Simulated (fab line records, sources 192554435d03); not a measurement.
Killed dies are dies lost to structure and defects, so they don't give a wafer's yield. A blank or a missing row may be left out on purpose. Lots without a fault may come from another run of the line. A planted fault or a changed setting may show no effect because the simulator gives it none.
Which tool did it? | flow n5_finfet | 9 lots, 27 wafers sampled, at 4 steps of a route of 1938

WHAT THE GAUGES READ, wafer by wafer
N5_BEOL_M0_SAQP_OVL_MEAS_41.
lot  | measured     | on         | M0_CUT1_OVL (nm)
L697 | day 6 00:04  | overlay-01 | -0.3 -0.2 -0.5
L700 | day 7 06:46  | overlay-01 | 0.2 -0.8 -0.3
L701 | day 7 07:43  | overlay-01 | -0.1 -0.9 -1.3
L702 | day 7 07:58  | overlay-01 | 9.5 9.2 9.4
L703 | day 7 11:35  | overlay-01 | 0.9 -0.3 -0.8
L710 | day 9 13:40  | overlay-01 | 10.0 9.5 9.4
L711 | day 9 18:05  | overlay-02 | 0.4 -0.7 -0.4
L712 | day 9 22:31  | overlay-01 | 0.9 0.1 1.1
L715 | day 10 16:28 | overlay-02 | -0.2 -0.5 -0.8

WHICH TOOL RAN EACH LOT (tool, then ch and the chambers of the sampled wafers, then the start)
lot  | N5_BEOL_M0_SAQP_MANDREL_ETCH_103 | N5_BEOL_M0_SAQP_RECESS_109         | N5_BEOL_M0_SAQP_EXPOSE_37
L697 | rie_si-01 ch 0,1,2, day 5 22:01  | vapor_etch-02 ch 0,1, day 5 22:43  | euv_scanner-02 ch 0, day 5 23:55
L700 | rie_si-05 ch 0,2,3, day 7 03:44  | vapor_etch-01 ch 0,1, day 7 04:25  | euv_scanner-02 ch 0, day 7 06:36
L701 | rie_si-01 ch 0,2, day 7 05:32    | vapor_etch-01 ch 0,1, day 7 06:31  | euv_scanner-02 ch 0, day 7 07:34
L702 | rie_si-01 ch 0,2,3, day 7 06:02  | vapor_etch-01 ch 0,1, day 7 06:46  | euv_scanner-02 ch 0, day 7 07:49
L703 | rie_si-05 ch 2,3, day 7 09:28    | vapor_etch-01 ch 0,1, day 7 10:10  | euv_scanner-01 ch 0, day 7 11:25
L710 | rie_si-05 ch 1,2,3, day 9 10:59  | vapor_etch-01 ch 0,1, day 9 11:41  | euv_scanner-02 ch 0, day 9 13:31
L711 | rie_si-01 ch 1,2,3, day 9 15:53  | vapor_etch-01 ch 0, day 9 16:34    | euv_scanner-01 ch 0, day 9 17:55
L712 | rie_si-01 ch 0,3, day 9 20:25    | vapor_etch-01 ch 0,1, day 9 21:10  | euv_scanner-01 ch 0, day 9 22:21
L715 | rie_si-05 ch 1,3, day 10 12:25   | vapor_etch-02 ch 0,1, day 10 13:07 | euv_scanner-01 ch 0, day 10 16:19
- N5_BEOL_M0_SAQP_MANDREL_ETCH_103: etches a-Si in HBr/Cl2, stops on SiCN, target depth 45 nm, bt time 10 s, time 27 s.
- N5_BEOL_M0_SAQP_RECESS_109: chemistry HF/NH3, target SiO2, target depth 3 nm, afs cycles 1, sublimation time 60 s.
- N5_BEOL_M0_SAQP_EXPOSE_37: exposes mask M0 CUT1, target cd 30 nm.

THE ANSWER, worked out from the rows above alone
Rule: what is usual is taken from the lots themselves. Put in order of their means at a reading, lots are off if they are a third of the lots or fewer, leave a main group of 4 or more, and stand apart from it by a gap of 3 or more times the standard deviation of the main group's means; of several such gaps the widest counts. A main group whose means are all the same, to the digits that the tables above print for the reading, isn't used. A lot without any number at a reading at which 4 lots or more have one is off too. The other lots that the step has rows for count as sound.
Off: L702, L710, at N5_BEOL_M0_SAQP_OVL_MEAS_41 (M0_CUT1_OVL). The main group: mean -0.2 nm, standard deviation 0.43.
A tool fits if, at a process step before that reading, it ran every lot that is off, and no sound lot after the first of them. The gauges at N5_BEOL_M0_SAQP_OVL_MEAS_41 are tried like those tools. One fits: euv_scanner-02 at N5_BEOL_M0_SAQP_EXPOSE_37. Its last sound lot is L701 (day 7 07:34), its first lot that is off L702 (day 7 07:49): a fault that began between those two fits.

WHAT THE SIMULATOR HAD PUT IN
Scanner matching overlay: euv_scanner-02, from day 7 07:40 on, at N5_BEOL_M0_SAQP_EXPOSE_37. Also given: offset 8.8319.
Lots struck among those shown: L702, L710. The rule above found the same.
